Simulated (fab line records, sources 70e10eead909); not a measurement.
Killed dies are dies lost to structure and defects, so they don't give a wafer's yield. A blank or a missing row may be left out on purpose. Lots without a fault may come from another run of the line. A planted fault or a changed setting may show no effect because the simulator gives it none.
Chamber matching | flow nand_harc | NHARC_A_STAIRCASE_ETCH_253 on rie_diel-04: 4 sister chambers
The step etches the open film in C4F8/O2, target depth 50 nm, time 20.2 s. 8 wafers are shown with their chamber, then 8 later ones without.

WAFERS WITH THEIR CHAMBER
wafer  | chamber | rf_vpp_V (V) | oes_product_au (a.u.)
L074.1 | 1       | 890          | 0.954
L076.2 | 0       | 892          | 0.935
L085.4 | 1       | 888          | 0.960
L085.6 | 0       | 894          | 0.932
L088.2 | 3       | 905          | 0.975
L088.4 | 2       | 899          | 0.988
L088.5 | 2       | 899          | 0.980
L089.3 | 3       | 906          | 0.962

WAFERS WITHOUT THEIR CHAMBER
wafer  | rf_vpp_V (V) | oes_product_au (a.u.)
L089.4 | 889          | 0.999
L089.6 | 907          | 0.968
L092.1 | 892          | 0.966
L092.3 | 896          | 0.989
L092.4 | 905          | 0.979
L093.2 | 899          | 0.934
L093.4 | 893          | 0.930
L093.5 | 892          | 0.929

WHICH CHAMBER EACH WENT THROUGH
wafer  | from the rows above | in truth
L089.4 | 1                   | 1
L089.6 | 3                   | 3
L092.1 | 1                   | 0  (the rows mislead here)
L092.3 | 2                   | 2
L092.4 | 3                   | 3
L093.2 | 0                   | 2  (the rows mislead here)
L093.4 | 0                   | 0
L093.5 | 0                   | 0
Placed correctly: 6 of 8. Can't be placed from these rows: 0. Placed wrongly: 2.
How it was worked out, from the rows above alone: a wafer's distance from a chamber is the root of the sum, over the readings, of the square of ((its reading less the chamber's mean) divided by the reading's scatter). The wafer belongs to the nearest chamber; if the next one is less than 2 further off, it can't be placed. A chamber's mean is the mean of its shown wafers. The scatter: the root of (the sum of the squares of (reading less its chamber's mean) over the shown wafers, divided by (wafers less chambers)).
